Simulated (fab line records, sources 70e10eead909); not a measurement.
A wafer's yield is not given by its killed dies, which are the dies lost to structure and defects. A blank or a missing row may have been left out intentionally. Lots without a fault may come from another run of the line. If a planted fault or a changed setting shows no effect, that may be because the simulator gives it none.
fab line records	flow nand-harc
[record] lots = 6	wafers = 17	last-day = 23
route steps=1159 shown A_WL_FILL@830 A_CONTACT@840 END@1159
lots that met no fault: taken from a fault-free run of the same line
start-h: start of the lot's first displayed wafer, in hours after the record's first day	wait-h: how many hours have passed since the lot's step before this one	" the same as in the row above	L1.1+2: a single row standing in for several wafers	- no value present, or no start provided	* or withheld: withheld	< > ~ a bound
route shown NAME@n: NAME is a module with steps in the file, n the number in the route of the first one	usual: average and standard deviation across the fault-free wafers	same: alike in all rows	chamber/n: place in a boat	sites: each site's reading	_std_site: how widely they spread, as a standard deviation	_edge_site: mean of outer sites minus mean of inner sites	radius-mm: how far each site lies from the wafer's centre	mask NAME#n: copy n	behind: tool/chamber where the wafer was last shaped	hold: why the lot was held/for how many hours/how that ended	device: names the non-switching transistor (n, p or np)	end of line: the tests these same wafers got at the end of their route	where a step has no rows: the recipe by itself	killed: dies that structure and defects cost at the first sort, which is not the same as the wafer's yield	map: a wafer's dies, marking killed ones x, the rest . and places with no die _
set.NAME: the run value of the setting; set.NAME@STEP: its run value at that earlier step	model.NAME: the simulator's own value behind a step, which no gauge read
lots seen at some steps along the route; tables by step, rows by wafer
services: from which hour (start-h, from the record's first day; less than 0 if before it) a tool's chamber was out of use, for how many hours, and why
[[steps]]
[step NHARC_A_WL_FILL_PRECLEAN_30]
[recipe] time-s = 10	chemistry = dHF
[step NHARC_A_WL_FILL_SRD_14]
[step NHARC_A_WL_FILL_ALD_19]
[recipe] target-thk-a = 20	pulse-time-s = 3	ald-cycles = 100	temp-c = 450	material = TiN
[usual] heater-power-w = 1060/89	precursor-pulse-height-rel = 0.996/0.019
lot.wafer	tool	chamber	start-h	wait-h	heater-power-w	precursor-pulse-height-rel	since-wet-clean-h
L717.3	ald-metal-04	1	352.52	0.1	997	1.003	115
L717.4	"	0	"	"	1005	1.045	115
L717.6	"	2	"	"	1112	0.964	-
L721.4	ald-metal-03	0	378.74	0.1	1085	1.006	47
L721.1	"	2	"	"	905	0.988	47
L721.6	"	3	"	"	1122	0.985	-
L724.5	ald-metal-02	1	390.39	0.2	1137	0.987	-
L724.6	"	2	"	"	1034	0.998	-
L729.3	ald-metal-02	3	427.65	0.1	1034	1.004	54
L729.2	"	2	"	"	1035	0.993	54
L729.5	"	3	"	"	1054	1.023	-
L731.4	ald-metal-03	2	449.77	0.1	906	1.010	118
L731.1	"	0	"	"	1110	0.985	118
L731.5	"	1	"	"	1112	1.020	-
L737.3	ald-metal-02	0	479.71	0.1	943	1.019	106
L737.2	"	3	"	"	1012	1.023	106
L737.5	"	1	"	"	1135	0.960	-
[step NHARC_A_WL_FILL_CVD_20]
[recipe] target-thk-a = 750	temp-c = 300	pressure-torr = 40	wf6-flow-sccm = 40	h2-flow-sccm = 1600	ar-flow-sccm = 1560	time-s = 5064	material = W
[step NHARC_A_WL_FILL_CMP_12]
[recipe] t-overpolish-s = 30	target-thk-nm = 75
[step NHARC_A_WL_FILL_SRD_31]
[step NHARC_A_WL_FILL_INSPECT_15]
[usual] raw-defect-count = 380/130
lot.wafer	tool	chamber	start-h	wait-h	raw-defect-count
L717.3	defect-inspect-02	-	358.26	0.0	204
L717.4	"	-	"	"	246
L717.6	"	-	"	"	265
L721.1	defect-inspect-01	-	384.61	0.0	256
L721.4	"	-	"	"	297
L721.6	"	-	"	"	756
L724.5	defect-inspect-02	-	404.65	0.0	233
L724.6	"	-	"	"	315
L729.2	defect-inspect-01	-	440.04	0.0	296
L729.3	"	-	"	"	337
L729.5	"	-	"	"	343
L731.1	defect-inspect-02	-	455.48	0.0	415
L731.4	"	-	"	"	316
L731.5	"	-	"	"	425
L737.2	defect-inspect-02	-	485.38	0.0	403
L737.3	"	-	"	"	453
L737.5	"	-	"	"	536
[step NHARC_A_CONTACT_DEP_24]
[recipe] target-thk-a = 5000	temp-c = 400	pressure-torr = 6.5	rf-w = 900	teos-flow-sccm = 161.4	flow-sccm = 2650	target-thk-nm = 500	gas = O2	material = SiO2
[usual] heater-power-w = 552/100	throttle-valve-pct = 16.0/0.44
lot.wafer	tool	chamber	start-h	wait-h	heater-power-w	since-wet-clean-h	throttle-valve-pct
L717.3	pecvd-04	1	358.38	0.1	733	150	16.1
L717.4	"	0	"	"	576	-	15.5
L717.6	"	1	"	"	748	-	16.2
L721.1	pecvd-01	0	385.25	0.6	706	135	15.9
L721.6	"	0	"	"	733	-	16.0
L721.4	"	2	"	"	322	-	16.3
L724.5	pecvd-01	0	404.89	0.2	691	-	15.8
L724.6	"	2	"	"	322	-	16.6
L729.2	pecvd-03	0	440.22	0.2	602	134	16.8
L729.3	"	1	"	"	602	134	16.2
L729.5	"	0	"	"	634	-	17.1
L731.1	pecvd-01	2	455.67	0.2	422	25	15.7
L731.4	"	1	"	"	470	-	16.3
L731.5	"	2	"	"	455	-	15.9
L737.3	pecvd-04	1	485.45	0.1	567	96	16.0
L737.2	"	0	"	"	521	97	15.5
L737.5	"	1	"	"	606	-	15.8
[step NHARC_A_CONTACT_DEP_28]
[recipe] target-thk-a = 36000	temp-c = 400	material = aC
[usual] throttle-valve-pct = 34.999/0.0094
lot.wafer	tool	chamber	start-h	wait-h	throttle-valve-pct
L717.3	acl-dep-01	0	360.28	1.4	34.982
L717.4	"	0	"	"	35.010
L717.6	"	0	"	"	35.009
L721.1	acl-dep-01	0	385.85	0.1	35.000
L721.4	"	0	386.94	1.1	35.002
L721.6	"	0	"	"	35.011
L724.5	acl-dep-01	0	407.25	2.0	35.000
L724.6	"	0	"	"	35.012
L729.2	acl-dep-02	0	441.43	0.7	35.001
L729.3	"	0	"	"	35.004
L729.5	"	0	"	"	35.011
L731.1	acl-dep-02	0	456.93	0.8	34.998
L731.4	"	0	458.03	1.9	35.000
L731.5	"	0	"	"	34.987
L737.2	acl-dep-03	0	488.47	2.5	34.999
L737.3	"	0	"	"	34.992
L737.5	"	0	"	"	34.990
[step NHARC_A_CONTACT_DEP_29]
[recipe] target-thk-a = 700	target-thk-nm = 70	temp-c = 400	pressure-torr = 3.5	flow-sccm = 200	rf-w = 350	material = SiON
[step NHARC_A_CONTACT_DEHYDRATE_32]
[recipe] temp-c = 150	time-s = 120
[step NHARC_A_CONTACT_HMDS_33]
[recipe] time-s = 30
[step NHARC_A_CONTACT_COAT_34]
[recipe] temp-c = 260	time-s = 75
[step NHARC_A_CONTACT_COAT_35]
[recipe] temp-c = 225	time-s = 65
[step NHARC_A_CONTACT_COAT_36]
[recipe] spin-rpm = 1500	resist-thk-nm = 90
[step NHARC_A_CONTACT_SOFTBAKE_37]
[recipe] temp-c = 105	time-s = 55
[step NHARC_A_CONTACT_EBR_38]
[step NHARC_A_CONTACT_EXPOSE_39]
[recipe] na = 1.35	sigma-outer = 0.8	dose-mj = 58.79	mask-id = A_CC_3
[step NHARC_A_CONTACT_PEB_40]
[recipe] peb-temp-c = 100	peb-time-s = 65
[step NHARC_A_CONTACT_DEVELOP_41]
[recipe] develop-time-s = 35	dev-temp-c = 23
[step NHARC_A_CONTACT_CD_MEAS_42]
[recipe] target-cd-nm = 200	landing-energy-ev = 500
[usual] cd-nm = 199.8/0.55
[same] landing-energy-ev = 500
lot.wafer	tool	chamber	start-h	wait-h	cd-nm
L717.3	cd-sem-01	0	362.36	-	199.0
L717.4	"	0	"	"	199.8
L717.6	"	0	"	"	199.5
L721.1	cd-sem-01	0	388.77	-	199.7
L721.4	"	0	"	"	200.3
L721.6	"	0	"	"	201.0
L724.5	cd-sem-03	0	408.86	-	198.6
L724.6	"	0	"	"	200.0
L729.2	cd-sem-02	0	444.02	-	199.3
L729.3	"	0	"	"	199.7
L729.5	"	0	"	"	198.9
L731.1	cd-sem-02	0	459.87	-	199.3
L731.4	"	0	"	"	199.6
L731.5	"	0	"	"	200.2
L737.2	cd-sem-01	0	491.04	-	200.5
L737.3	"	0	"	"	199.8
L737.5	"	0	"	"	199.1
[step NHARC_A_CONTACT_OVL_MEAS_43]
[usual] overlay-x-nm = -0.2/0.78	overlay-y-nm = -0.2/0.85
lot.wafer	tool	chamber	start-h	wait-h	overlay-x-nm	overlay-y-nm
L717.3	overlay-01	-	362.44	-	-0.6	-0.7
L717.4	"	-	"	"	0.5	-0.6
L717.6	"	-	"	"	-0.2	-0.6
L721.1	overlay-02	-	388.86	-	0.0	0.4
L721.4	"	-	"	"	-0.3	0.0
L721.6	"	-	"	"	0.0	0.2
L724.5	overlay-01	-	408.94	-	0.8	-1.1
L724.6	"	-	"	"	0.1	-0.9
L729.2	overlay-02	-	444.11	-	-0.1	0.3
L729.3	"	-	"	"	-0.7	1.0
L729.5	"	-	"	"	-0.8	0.3
L731.1	overlay-02	-	459.96	-	-0.3	0.0
L731.4	"	-	"	"	-0.1	0.0
L731.5	"	-	"	"	0.4	-0.3
L737.2	overlay-02	-	491.12	-	-0.3	-0.9
L737.3	"	-	"	"	-0.4	-1.5
L737.5	"	-	"	"	0.3	-1.7
[step NHARC_A_CONTACT_INSPECT_44]
[usual] raw-defect-count = 26/14
lot.wafer	tool	chamber	start-h	wait-h	raw-defect-count
L717.3	defect-inspect-01	-	362.48	0.0	14
L717.4	"	-	"	"	12
L717.6	"	-	"	"	20
L721.1	defect-inspect-01	-	388.90	0.0	40
L721.4	"	-	"	"	31
L721.6	"	-	"	"	34
L724.5	defect-inspect-01	-	408.97	0.0	18
L724.6	"	-	"	"	11
L729.2	defect-inspect-01	-	444.14	0.0	39
L729.3	"	-	"	"	26
L729.5	"	-	"	"	30
L731.1	defect-inspect-02	-	460.00	0.0	49
L731.4	"	-	"	"	53
L731.5	"	-	"	"	56
L737.2	defect-inspect-02	-	491.16	0.0	14
L737.3	"	-	"	"	19
L737.5	"	-	"	"	15
[step NHARC_A_CONTACT_DESCUM_47]
[recipe] time-s = 3	o2-flow-sccm = 200	ar-flow-sccm = 0	bias-power-w = 0	chemistry = O2
[step NHARC_A_CONTACT_ETCH_48]
[recipe] target-depth-a = 390	over-etch-frac = 0.3	time-s = 65	ion-energy-ev = 80	cf4-flow-sccm = 150	ar-flow-sccm = 0	rf-w = 300	bias-w = 100	chemistry = CF4
[step NHARC_A_CONTACT_ETCH_49]
[recipe] target-depth-a = 2600	over-etch-frac = 0.3	time-s = 475.3	ion-energy-ev = 200	n2-flow-sccm = 150	h2-flow-sccm = 150	ar-flow-sccm = 0	rf-w = 400	bias-w = 150	chemistry = N2/H2
[step NHARC_A_CONTACT_ETCH_50]
[recipe] target-depth-a = 847	time-s = 42.4	cf4-flow-sccm = 100	chf3-flow-sccm = 30	ar-flow-sccm = 0	rf-w = 500	bias-w = 200	chemistry = CF4/CHF3
[step NHARC_A_CONTACT_ETCH_51]
[recipe] target-depth-a = 36000	over-etch-frac = 0.3	time-s = 936	ion-energy-ev = 150	o2-flow-sccm = 400	cos-flow-sccm = 20	ar-flow-sccm = 0	rf-w = 500	bias-w = 300	chemistry = O2/COS
[step NHARC_A_CONTACT_ETCH_111]
[recipe] source-w = withheld	pressure-mtorr = 20	bias-v = withheld	time-s = 140	target-depth-a = 7000	ar-flow-sccm = withheld	c4f8-flow-sccm = withheld	o2-flow-sccm = withheld	chemistry = C4F8/O2/Ar
lot.wafer	tool	chamber	start-h	wait-h	rf-hours-counter-h
L717.3	har-cap-etch-02	1	363.88	-	-
L717.4	"	0	"	"	-
L717.6	"	0	"	"	-
L721.1	har-cap-etch-01	0	390.22	-	61
L721.4	"	1	"	"	-
L721.6	"	0	"	"	-
L724.5	har-cap-etch-02	1	410.43	-	-
L724.6	"	0	"	"	-
L729.2	har-cap-etch-01	0	445.51	-	72
L729.3	"	0	"	"	-
L729.5	"	1	"	"	-
L731.1	har-cap-etch-02	1	461.35	-	24
L731.4	"	0	"	"	-
L731.5	"	0	"	"	-
L737.2	har-cap-etch-03	0	492.68	-	99
L737.3	"	0	"	"	-
L737.5	"	0	"	"	-
[step NHARC_A_CONTACT_ETCH_112]
[recipe] source-w = withheld	pressure-mtorr = 20	bias-v = 3000	time-s = 94	target-depth-a = 9220	ar-flow-sccm = withheld	c4f8-flow-sccm = withheld	o2-flow-sccm = withheld	chemistry = C4F8/O2/Ar
[step NHARC_A_CONTACT_ETCH_113]
[recipe] source-w = withheld	pressure-mtorr = 20	bias-v = 3000	time-s = 94	target-depth-a = 9220	ar-flow-sccm = withheld	c4f8-flow-sccm = withheld	o2-flow-sccm = withheld	chemistry = C4F8/O2/Ar
[step NHARC_A_CONTACT_ETCH_114]
[recipe] source-w = withheld	pressure-mtorr = 20	bias-v = 3000	time-s = 94	target-depth-a = 9220	ar-flow-sccm = withheld	c4f8-flow-sccm = withheld	o2-flow-sccm = withheld	chemistry = C4F8/O2/Ar
[step NHARC_A_CONTACT_ETCH_115]
[recipe] source-w = withheld	pressure-mtorr = 20	bias-v = 3000	time-s = 94	target-depth-a = 9220	ar-flow-sccm = withheld	c4f8-flow-sccm = withheld	o2-flow-sccm = withheld	chemistry = C4F8/O2/Ar
lot.wafer	tool	chamber	start-h	wait-h	rf-hours-counter-h
L717.3	har-cap-etch-02	1	364.46	0.1	-
L717.4	"	0	"	"	-
L717.6	"	0	"	"	-
L721.1	har-cap-etch-01	0	390.69	0.1	62
L721.4	"	1	"	"	-
L721.6	"	0	"	"	-
L724.5	har-cap-etch-02	1	410.83	0.1	-
L724.6	"	0	"	"	-
L729.2	har-cap-etch-01	0	446.12	0.1	73
L729.3	"	0	"	"	-
L729.5	"	1	"	"	-
L731.1	har-cap-etch-02	1	461.81	0.1	24
L731.4	"	0	"	"	-
L731.5	"	0	"	"	-
L737.2	har-cap-etch-03	0	493.29	0.1	100
L737.3	"	0	"	"	-
L737.5	"	0	"	"	-
[step NHARC_A_CONTACT_ETCH_116]
[recipe] source-w = withheld	pressure-mtorr = 20	bias-v = 3000	time-s = 94	target-depth-a = 9220	ar-flow-sccm = withheld	c4f8-flow-sccm = withheld	o2-flow-sccm = withheld	chemistry = C4F8/O2/Ar
[step NHARC_A_CONTACT_ETCH_117]
[recipe] source-w = withheld	pressure-mtorr = 20	bias-v = 3000	time-s = 94	target-depth-a = 9220	ar-flow-sccm = withheld	c4f8-flow-sccm = withheld	o2-flow-sccm = withheld	chemistry = C4F8/O2/Ar
[step NHARC_A_CONTACT_ETCH_118]
[recipe] source-w = withheld	pressure-mtorr = 20	bias-v = 3000	time-s = 94	target-depth-a = 9220	ar-flow-sccm = withheld	c4f8-flow-sccm = withheld	o2-flow-sccm = withheld	chemistry = C4F8/O2/Ar
lot.wafer	tool	chamber	start-h	wait-h	rf-hours-counter-h
L717.3	har-cap-etch-02	1	364.82	0.1	-
L717.4	"	0	"	"	-
L717.6	"	0	"	"	-
L721.1	har-cap-etch-01	0	390.96	0.1	62
L721.4	"	1	"	"	-
L721.6	"	0	"	"	-
L724.5	har-cap-etch-02	1	411.11	0.1	-
L724.6	"	0	"	"	-
L729.2	har-cap-etch-01	0	446.48	0.1	73
L729.3	"	0	"	"	-
L729.5	"	1	"	"	-
L731.1	har-cap-etch-02	1	462.08	0.1	24
L731.4	"	0	"	"	-
L731.5	"	0	"	"	-
L737.2	har-cap-etch-03	0	493.65	0.1	100
L737.3	"	0	"	"	-
L737.5	"	0	"	"	-
[step NHARC_A_CONTACT_ETCH_119]
[recipe] source-w = withheld	pressure-mtorr = 20	bias-v = 3000	time-s = 94	target-depth-a = 9220	ar-flow-sccm = withheld	c4f8-flow-sccm = withheld	o2-flow-sccm = withheld	chemistry = C4F8/O2/Ar
[step NHARC_A_CONTACT_ETCH_120]
[recipe] source-w = withheld	pressure-mtorr = 20	bias-v = 3000	time-s = 94	target-depth-a = 9220	ar-flow-sccm = withheld	c4f8-flow-sccm = withheld	o2-flow-sccm = withheld	chemistry = C4F8/O2/Ar
[step NHARC_END_SORT_01]
[recipe] temp-c = 25
[usual] killed-at-array = 25/10	killed-at-other = 0.6/0.91	killed-at-periphery = 3.6/2.9	killed-dies = 29/10	killed-open = 3.3/2	killed-short = 1.9/1.5
[same] gross-dies = 677
lot.wafer	tool	chamber	start-h	wait-h	killed-at-array	killed-at-other	killed-at-periphery	killed-dies	killed-open	killed-short
L717.3	prober-02	0	446.19	3.1	19	0	3	22	5	1
L717.4	prober-02	0	447.00	3.4	13	0	3	16	1	5
L717.6	prober-02	0	448.62	4.0	24	0	3	27	1	5
L721.1	prober-02	0	460.27	2.5	670	2	5	677	5	0
L721.4	prober-02	0	462.66	3.4	35	1	2	38	7	3
L721.6	prober-02	0	464.24	4.0	42	1	3	46	1	2
L724.5	prober-02	0	487.09	3.7	669	1	7	677	2	1
L724.6	prober-02	0	487.90	4.0	13	0	4	17	4	2
L729.2	prober-02	0	508.02	2.8	32	0	5	37	1	3
L729.3	prober-02	0	508.81	3.1	32	0	3	35	2	5
L729.5	prober-02	0	510.40	3.7	26	0	3	29	3	1
L731.1	prober-02	0	532.40	2.5	43	0	2	45	5	2
L731.4	prober-02	0	534.78	3.4	32	0	3	35	3	6
L731.5	prober-02	0	535.58	3.7	30	0	2	32	1	2
L737.2	prober-01	0	560.12	2.8	20	0	4	24	4	1
L737.3	prober-01	0	560.93	3.1	30	0	0	30	2	0
L737.5	prober-01	0	562.54	3.7	22	0	0	22	1	3
// killed by level:class
L717.3 A_SLIT:chamber-film-flake=6 A_CHANNEL_HOLE_D1:chamber-film-flake=4 A_M0:geometric-particle:open=3 A_WL_FILL:chamber-film-flake=2 P_CONTACT:geometric-particle:open=1 A_WL_FILL:geometric-particle:short=1 A_WL_FILL:geometric-particle:open=1 P_GATE:chamber-film-flake=1
L717.4 A_SLIT:chamber-film-flake=4 P_M1:chamber-film-flake=3 A_WL_FILL:geometric-particle:short=2 A_ONON_D1:geometric-particle:open=1 A_CHANNEL_FILL_D1:geometric-particle:short=1 A_CONTACT:geometric-particle:short=1 A_M0:geometric-particle:short=1 A_CHANNEL_FILL_D1:chamber-film-flake=1
L717.6 A_SLIT:chamber-film-flake=8 A_CHANNEL_HOLE_D1:chamber-film-flake=3 A_CONTACT:chamber-film-flake=3 A_M0:geometric-particle:short=2 A_WL_FILL:chamber-film-flake=2 A_ONON_D1:geometric-particle:short=1 A_CHANNEL_HOLE_D1:geometric-particle:short=1 A_BLC:geometric-particle:open=1
L721.1 A_CONTACT:area-dep=639 A_SLIT:chamber-film-flake=10 A_CONTACT:chamber-film-flake=9 A_CHANNEL_HOLE_D1:chamber-film-flake=5 A_M0:geometric-particle:open=3 P_M2:chamber-film-flake=3 A_CONTACT:geometric-particle:open=2 THIN_TSV:chamber-film-flake=2
L721.4 A_CONTACT:chamber-film-flake=12 A_SLIT:chamber-film-flake=8 A_CONTACT:geometric-particle:open=5 A_CHANNEL_HOLE_D1:chamber-film-flake=5 A_ONON_D1:geometric-particle:open=2 P_CONTACT:geometric-particle:short=1 A_WL_FILL:geometric-particle:short=1 A_CONTACT:geometric-particle:short=1
L721.6 A_CHANNEL_HOLE_D1:chamber-film-flake=17 A_SLIT:chamber-film-flake=13 A_CONTACT:chamber-film-flake=10 P_M1:geometric-particle:short=1 A_WL_FILL:geometric-particle:short=1 STARTING-WAFER:geometric-particle:open=1 P_M2:chamber-film-flake=1 P_BONDPAD:chamber-film-flake=1
L724.5 A_CONTACT:area-dep=653 A_CHANNEL_HOLE_D1:chamber-film-flake=8 P_CONTACT:chamber-film-flake=4 A_STAIRCASE:chamber-film-flake=4 P_STI:chamber-film-flake=2 A_SGD_CUT:chamber-film-flake=2 P_CONTACT:geometric-particle:open=1 A_CHANNEL_FILL_D1:geometric-particle:short=1
L724.6 A_CHANNEL_HOLE_D1:chamber-film-flake=3 A_CONTACT:geometric-particle:open=2 P_GATE:chamber-film-flake=2 A_SGD_CUT:chamber-film-flake=2 P_CONTACT:geometric-particle:open=1 A_ONON_D1:geometric-particle:short=1 A_CHANNEL_HOLE_D1:geometric-particle:short=1 A_SGD_CUT:geometric-particle:open=1
L729.2 A_SLIT:chamber-film-flake=15 A_CHANNEL_HOLE_D1:chamber-film-flake=6 P_GATE:chamber-film-flake=4 A_STAIRCASE:chamber-film-flake=4 A_CONTACT:chamber-film-flake=3 P_M0:geometric-particle:short=1 A_SGD_CUT:geometric-particle:open=1 A_WL_FILL:geometric-particle:short=1
L729.3 A_SLIT:chamber-film-flake=12 A_STAIRCASE:chamber-film-flake=6 A_CONTACT:chamber-film-flake=5 A_CHANNEL_HOLE_D1:chamber-film-flake=3 P_GATE:chamber-film-flake=2 P_GATE:geometric-particle:short=1 A_ONON_D1:geometric-particle:short=1 A_SGD_CUT:geometric-particle:short=1
L729.5 A_SLIT:chamber-film-flake=14 A_CHANNEL_HOLE_D1:chamber-film-flake=5 A_CONTACT:chamber-film-flake=3 A_STAIRCASE:chamber-film-flake=2 P_M0:geometric-particle:open=1 P_M1:geometric-particle:open=1 A_ONON_D1:geometric-particle:short=1 A_M0:geometric-particle:open=1
L731.1 A_SLIT:chamber-film-flake=14 A_CHANNEL_HOLE_D1:chamber-film-flake=9 A_STAIRCASE:chamber-film-flake=6 A_CONTACT:chamber-film-flake=4 A_ZERO_WELL:chamber-film-flake=2 A_WL_FILL:chamber-film-flake=2 P_M0:geometric-particle:open=1 A_ONON_D1:geometric-particle:open=1
L731.4 A_CHANNEL_HOLE_D1:chamber-film-flake=9 A_SLIT:chamber-film-flake=9 A_WL_FILL:chamber-film-flake=4 A_CONTACT:chamber-film-flake=2 P_CONTACT:geometric-particle:open=1 P_M0:geometric-particle:open=1 A_SOURCE_PLATE:geometric-particle:short=1 A_CHANNEL_HOLE_D1:geometric-particle:short=1
L731.5 A_CHANNEL_HOLE_D1:chamber-film-flake=10 A_SLIT:chamber-film-flake=8 A_WL_FILL:chamber-film-flake=4 A_STAIRCASE:chamber-film-flake=3 A_CONTACT:chamber-film-flake=2 P_CONTACT:geometric-particle:open=1 A_SGD_CUT:geometric-particle:short=1 A_M0:geometric-particle:short=1
L737.2 A_CHANNEL_HOLE_D1:chamber-film-flake=4 A_CONTACT:chamber-film-flake=4 P_GATE:chamber-film-flake=3 A_WL_FILL:chamber-film-flake=3 A_BLC:chamber-film-flake=3 A_ONON_D1:geometric-particle:open=1 A_CHANNEL_HOLE_D1:geometric-particle:open=1 A_CHANNEL_FILL_D1:geometric-particle:open=1
L737.3 A_CONTACT:chamber-film-flake=8 A_CHANNEL_HOLE_D1:chamber-film-flake=7 A_STAIRCASE:chamber-film-flake=4 A_BLC:chamber-film-flake=4 A_SGD_CUT:chamber-film-flake=2 A_WL_FILL:chamber-film-flake=2 A_BLC:geometric-particle:open=1 A_M0:geometric-particle:open=1
L737.5 A_CHANNEL_HOLE_D1:chamber-film-flake=9 A_BLC:chamber-film-flake=5 A_CONTACT:chamber-film-flake=3 A_SLIT:geometric-particle:short=1 A_WL_FILL:geometric-particle:short=1 A_CONTACT:geometric-particle:open=1 A_CONTACT:geometric-particle:short=1 A_SGD_CUT:chamber-film-flake=1
// map L721.1 (x killed, . not)
____________x____________
_________xxxxxxx_________
_______xxxxxxxxxxx_______
______xxxxxxxxxxxxx______
_____xxxxxxxxxxxxxxx_____
____xxxxxxxxxxxxxxxxx____
____xxxxxxxxxxxxxxxxx____
___xxxxxxxxxxxxxxxxxxx___
___xxxxxxxxxxxxxxxxxxx___
__xxxxxxxxxxxxxxxxxxxxx__
__xxxxxxxxxxxxxxxxxxxxx__
_xxxxxxxxxxxxxxxxxxxxxxx_
_xxxxxxxxxxxxxxxxxxxxxxx_
_xxxxxxxxxxxxxxxxxxxxxxx_
_xxxxxxxxxxxxxxxxxxxxxxx_
_xxxxxxxxxxxxxxxxxxxxxxx_
xxxxxxxxxxxxxxxxxxxxxxxxx
xxxxxxxxxxxxxxxxxxxxxxxxx
xxxxxxxxxxxxxxxxxxxxxxxxx
xxxxxxxxxxxxxxxxxxxxxxxxx
xxxxxxxxxxxxxxxxxxxxxxxxx
_xxxxxxxxxxxxxxxxxxxxxxx_
_xxxxxxxxxxxxxxxxxxxxxxx_
_xxxxxxxxxxxxxxxxxxxxxxx_
_xxxxxxxxxxxxxxxxxxxxxxx_
_xxxxxxxxxxxxxxxxxxxxxxx_
__xxxxxxxxxxxxxxxxxxxxx__
__xxxxxxxxxxxxxxxxxxxxx__
___xxxxxxxxxxxxxxxxxxx___
___xxxxxxxxxxxxxxxxxxx___
____xxxxxxxxxxxxxxxxx____
____xxxxxxxxxxxxxxxxx____
_____xxxxxxxxxxxxxxx_____
______xxxxxxxxxxxxx______
_______xxxxxxxxxxx_______
_________xxxxxxx_________
____________x____________
// map L724.5 (x killed, . not)
____________x____________
_________xxxxxxx_________
_______xxxxxxxxxxx_______
______xxxxxxxxxxxxx______
_____xxxxxxxxxxxxxxx_____
____xxxxxxxxxxxxxxxxx____
____xxxxxxxxxxxxxxxxx____
___xxxxxxxxxxxxxxxxxxx___
___xxxxxxxxxxxxxxxxxxx___
__xxxxxxxxxxxxxxxxxxxxx__
__xxxxxxxxxxxxxxxxxxxxx__
_xxxxxxxxxxxxxxxxxxxxxxx_
_xxxxxxxxxxxxxxxxxxxxxxx_
_xxxxxxxxxxxxxxxxxxxxxxx_
_xxxxxxxxxxxxxxxxxxxxxxx_
_xxxxxxxxxxxxxxxxxxxxxxx_
xxxxxxxxxxxxxxxxxxxxxxxxx
xxxxxxxxxxxxxxxxxxxxxxxxx
xxxxxxxxxxxxxxxxxxxxxxxxx
xxxxxxxxxxxxxxxxxxxxxxxxx
xxxxxxxxxxxxxxxxxxxxxxxxx
_xxxxxxxxxxxxxxxxxxxxxxx_
_xxxxxxxxxxxxxxxxxxxxxxx_
_xxxxxxxxxxxxxxxxxxxxxxx_
_xxxxxxxxxxxxxxxxxxxxxxx_
_xxxxxxxxxxxxxxxxxxxxxxx_
__xxxxxxxxxxxxxxxxxxxxx__
__xxxxxxxxxxxxxxxxxxxxx__
___xxxxxxxxxxxxxxxxxxx___
___xxxxxxxxxxxxxxxxxxx___
____xxxxxxxxxxxxxxxxx____
____xxxxxxxxxxxxxxxxx____
_____xxxxxxxxxxxxxxx_____
______xxxxxxxxxxxxx______
_______xxxxxxxxxxx_______
_________xxxxxxx_________
____________x____________
[[services]]
tool	chamber	start-h	hours	kind
acl-dep-01	-	336.49	2.4	repair
pecvd-04	2	348.54	4.4	repair
acl-dep-02	-	349.56	13.0	pm
pecvd-03	0	362.61	15.2	repair
ald-metal-02	-	364.00	10.0	pm
ald-metal-02	0	364.00	10.0	vent-cycle
ald-metal-02	1	364.00	10.0	vent-cycle
ald-metal-02	2	364.00	10.0	vent-cycle
ald-metal-02	3	364.00	10.0	vent-cycle
ald-metal-02	0	374.00	-	clean
pecvd-04	-	376.03	13.0	pm
ald-metal-02	-	380.48	1.1	repair
ald-metal-04	1	395.67	25.9	repair
pecvd-04	0	397.12	12.1	repair
ald-metal-04	-	406.00	10.0	pm
acl-dep-03	-	406.05	13.0	pm
pecvd-03	-	407.82	2.8	repair
pecvd-01	-	418.05	13.0	pm
pecvd-04	1	423.40	20.0	repair
pecvd-04	-	438.43	3.3	repair
har-cap-etch-01	-	460.12	0.6	repair
pecvd-03	-	473.90	13.0	pm
acl-dep-01	-	476.30	13.0	pm
ald-metal-03	2	486.50	5.5	repair
[[key]]
[first-sign] step = NHARC_END_SORT_01	reading = killed-dies	direction = up	sigmas = 63	usual = 29	struck = 677
[effect] step = NHARC_END_SORT_01	reading = killed-at-array	direction = up	sigmas = 62	usual = 25	struck = 670
[more-kills-born-at] NHARC_A_CONTACT_DEP_28@acl-dep-01 = 1292
met-at NHARC_A_CONTACT_DEP_28
struck-wafers L721.1,L724.5
later-rows-left-out L721.1,L724.5
tester-left-out L721,L724
onset-between 360.28 385.85
[fault] kind = process-parameter-drift	tool = acl-dep-01	chamber = -	onset-h = 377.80	steps = NHARC_A_CONTACT_DEP_28	channel = target-thk-a	offset = *	shape = step	end-h = 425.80	scope = struck-wafers-only	acts-in = *	stated = *
// tester-left-out: of these lots the tester's yield and bins aren't shown, on N5 and GAA mostly nor the transistor test; their killed dies are dies lost to structure and defects alone, not to doping, threshold or leakage, so they don't give the yield
// later-rows-left-out: the simulator's readings of these wafers behind a module that went badly wrong aren't trusted and aren't shown, but for the sort
